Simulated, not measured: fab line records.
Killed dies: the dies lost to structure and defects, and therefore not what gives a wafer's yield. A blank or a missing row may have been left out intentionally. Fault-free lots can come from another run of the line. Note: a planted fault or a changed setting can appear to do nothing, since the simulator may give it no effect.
Which of the tools did it? || flow n5 finfet || 9 lots, 27 wafers sampled, at 1 step of a route of 1938

## WHAT EACH GAUGE READ, for each wafer
N5_BEOL_M4_RC_MEAS_101.
{"lot": "L622", "measured": "day 9 03:04", "on": "prober-02", "DIBL_N (mV/V)": "37.8 36.4 37.7", "DIBL_P (mV/V)": "37.4 36.3 38.7", "IOFF_N (nA/um)": "0.19 0.17 0.19", "IOFF_P (nA/um)": "0.25 0.23 0.27", "ION_N (uA/um)": "672 678 684", "ION_P (uA/um)": "461 465 472", "SS_N (mV/dec)": "71.9 71.3 71.3", "SS_P (mV/dec)": "73.3 73.2 73.7", "VT_N (mV)": "248 248 242", "VT_P (mV)": "-249 -247 -244"}
{"lot": "L624", "measured": "day 9 05:13", "on": "prober-01", "DIBL_N (mV/V)": "34.9 35.7 32.1", "DIBL_P (mV/V)": "33.1 34.4 30.7", "IOFF_N (nA/um)": "0.12 0.13 0.10", "IOFF_P (nA/um)": "0.15 0.16 0.13", "ION_N (uA/um)": "653 665 645", "ION_P (uA/um)": "449 455 447", "SS_N (mV/dec)": "71.0 71.1 70.5", "SS_P (mV/dec)": "72.1 72.6 72.0", "VT_N (mV)": "254 255 255", "VT_P (mV)": "-257 -255 -255"}
{"lot": "L625", "measured": "day 9 11:34", "on": "prober-02", "DIBL_N (mV/V)": "40.9 39.9 36.8", "DIBL_P (mV/V)": "40.5 40.0 35.5", "IOFF_N (nA/um)": "0.23 0.24 0.16", "IOFF_P (nA/um)": "0.29 0.31 0.21", "ION_N (uA/um)": "690 705 678", "ION_P (uA/um)": "470 486 468", "SS_N (mV/dec)": "72.9 72.0 70.9", "SS_P (mV/dec)": "75.1 74.4 73.7", "VT_N (mV)": "247 241 249", "VT_P (mV)": "-247 -244 -250"}
{"lot": "L636", "measured": "day 12 03:20", "on": "prober-02", "DIBL_N (mV/V)": "35.6 34.5 35.5", "DIBL_P (mV/V)": "35.2 34.4 35.4", "IOFF_N (nA/um)": "0.14 0.13 0.14", "IOFF_P (nA/um)": "0.21 0.20 0.22", "ION_N (uA/um)": "671 668 678", "ION_P (uA/um)": "466 464 467", "SS_N (mV/dec)": "71.0 70.7 71.7", "SS_P (mV/dec)": "73.7 72.6 73.4", "VT_N (mV)": "252 255 253", "VT_P (mV)": "-250 -246 -247"}
{"lot": "L633", "measured": "day 12 18:36", "on": "prober-01", "DIBL_N (mV/V)": "35.1 36.4 36.0", "DIBL_P (mV/V)": "33.2 34.4 34.9", "IOFF_N (nA/um)": "0.13 0.14 0.13", "IOFF_P (nA/um)": "0.17 0.18 0.19", "ION_N (uA/um)": "676 662 670", "ION_P (uA/um)": "463 455 463", "SS_N (mV/dec)": "70.5 71.1 70.7", "SS_P (mV/dec)": "72.2 73.1 72.9", "VT_N (mV)": "252 252 253", "VT_P (mV)": "-254 -251 -251"}
{"lot": "L638", "measured": "day 14 01:32", "on": "prober-01", "DIBL_N (mV/V)": "41.5 37.3 36.6", "DIBL_P (mV/V)": "43.1 37.8 36.4", "IOFF_N (nA/um)": "0.26 0.15 0.14", "IOFF_P (nA/um)": "0.28 0.19 0.17", "ION_N (uA/um)": "693 673 672", "ION_P (uA/um)": "473 458 455", "SS_N (mV/dec)": "73.3 71.5 71.4", "SS_P (mV/dec)": "75.2 74.0 73.0", "VT_N (mV)": "244 253 254", "VT_P (mV)": "-251 -255 -256"}
{"lot": "L640", "measured": "day 14 18:22", "on": "prober-02", "DIBL_N (mV/V)": "34.5 35.6 36.0", "DIBL_P (mV/V)": "33.5 34.9 35.2", "IOFF_N (nA/um)": "0.12 0.13 0.15", "IOFF_P (nA/um)": "0.15 0.17 0.17", "ION_N (uA/um)": "681 677 676", "ION_P (uA/um)": "463 462 456", "SS_N (mV/dec)": "70.7 71.7 72.1", "SS_P (mV/dec)": "72.4 73.2 73.9", "VT_N (mV)": "252 254 250", "VT_P (mV)": "-252 -253 -254"}
{"lot": "L639", "measured": "day 14 21:08", "on": "prober-02", "DIBL_N (mV/V)": "36.7 39.4 39.3", "DIBL_P (mV/V)": "36.4 38.8 39.0", "IOFF_N (nA/um)": "0.19 0.23 0.24", "IOFF_P (nA/um)": "0.22 0.25 0.25", "ION_N (uA/um)": "697 711 712", "ION_P (uA/um)": "480 477 474", "SS_N (mV/dec)": "71.0 70.9 71.5", "SS_P (mV/dec)": "73.7 73.0 74.3", "VT_N (mV)": "246 242 244", "VT_P (mV)": "-250 -249 -249"}
{"lot": "L641", "measured": "day 15 02:19", "on": "prober-01", "DIBL_N (mV/V)": "36.0 39.1 37.1", "DIBL_P (mV/V)": "36.2 39.6 37.7", "IOFF_N (nA/um)": "0.15 0.19 0.17", "IOFF_P (nA/um)": "0.20 0.25 0.24", "ION_N (uA/um)": "674 679 675", "ION_P (uA/um)": "460 459 464", "SS_N (mV/dec)": "71.2 72.2 72.1", "SS_P (mV/dec)": "72.9 74.1 73.0", "VT_N (mV)": "249 246 249", "VT_P (mV)": "-252 -249 -252"}

## WHAT TOOL EACH LOT RAN ON (gives the tool, then ch and the chambers of the sampled wafers, and finally the start)
Record: no process step prior to these readings.

## AS READ BY THE TOOLS THEMSELVES (means over the sampled wafers that have a number; for cases with no such wafer, the mark the record gives instead)
The record holds no such reading with a usual standard deviation.

## THE ANSWER, worked out from the rows above alone
Rule: usual is defined by the lots themselves. Put in order of their means at a reading, lots are off if they are a third of the lots or fewer, leave a main group of 4 or more, and stand apart from it by a gap of 3 or more times the standard deviation of the main group's means; of several such gaps the widest counts. A main group whose means are all the same, to the digits that the tables above print for the reading, isn't used. A lot without any number at a reading at which 4 lots or more have one is off too. The other lots that the step has rows for count as sound. Order of review: gauges by route order, followed by the tools' own readings, for which a lot's mean as printed above is used. The first step at which some lot is off is used, and at that step the reading that is off furthest; a lot without a number counts as furthest.
Nothing can be told from this: no lot is off at any reading shown.

## WHAT THE SIMULATOR HAD INSERTED
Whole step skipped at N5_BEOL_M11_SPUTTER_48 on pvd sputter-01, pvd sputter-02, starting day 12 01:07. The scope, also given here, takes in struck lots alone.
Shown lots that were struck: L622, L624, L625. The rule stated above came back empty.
